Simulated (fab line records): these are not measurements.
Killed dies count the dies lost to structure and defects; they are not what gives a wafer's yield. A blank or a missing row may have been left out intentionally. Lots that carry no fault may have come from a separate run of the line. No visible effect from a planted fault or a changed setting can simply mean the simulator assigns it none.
Matching of chambers ; flow n5 finfet ; 3 sister chambers for N5_BEOL_M5_PRE_CLEAN_77 on cvd co-01
The step time 15 s. 39 wafers are shown with their chamber, then 12 later ones without.

WAFERS, EACH WITH ITS CHAMBER
wafer;chamber;heater power w (W)
L075.1;0;131
L075.3;2;100
L075.5;0;131
L080.1;1;82
L080.3;2;99
L080.5;0;134
L082.1;1;83
L082.2;2;103
L082.3;0;135
L084.2;1;83
L084.3;2;103
L084.5;1;83
L083.2;0;134
L083.4;2;100
L083.5;0;135
L085.1;2;101
L085.2;1;82
L085.3;0;134
L085.4;1;84
L085.5;0;137
L085.6;2;101
L087.1;1;83
L087.3;0;136
L087.6;1;82
L089.4;0;138
L089.5;1;82
L089.6;2;103
L088.1;1;83
L088.3;2;100
L088.5;1;82
L090.1;0;136
L090.2;2;101
L090.5;1;82
L091.2;2;103
L091.3;1;81
L091.4;2;104
L093.2;0;137
L093.4;0;135
L093.5;1;82

SIGNATURES (means of the wafers above)
reading;chamber 0;chamber 1;chamber 2;scatter within a chamber
heater power w;134.85;82.43;101.50;1.58
Rule: distance of a wafer from a chamber = root of the sum over the readings of ((wafer's reading minus chamber's mean) / reading's scatter) squared. The wafer belongs to the nearest chamber; if the next one is less than 2 further off, it can't be placed. How the scatter is found: for the shown wafers, subtract from each reading the mean of its chamber, square and add these, divide the total by (wafers less chambers), then take the root.

WAFERS WITH NO CHAMBER GIVEN
wafer;heater power w (W)
L092.2;102
L092.5;137
L092.6;106
L095.1;104
L095.2;135
L095.3;81
L095.4;103
L095.5;82
L095.6;136
L094.1;102
L094.4;101
L094.6;133

EACH ONE'S CHAMBER
wafer;from the rows above;in truth
L092.2;2;2
L092.5;0;0
L092.6;2;2
L095.1;2;2
L095.2;0;0
L095.3;1;1
L095.4;2;2
L095.5;1;1
L095.6;0;0
L094.1;2;2
L094.4;2;2
L094.6;0;0
Correct placement for 12 of the 12. Can't be placed from these rows: 0. Number placed wrongly: 0.
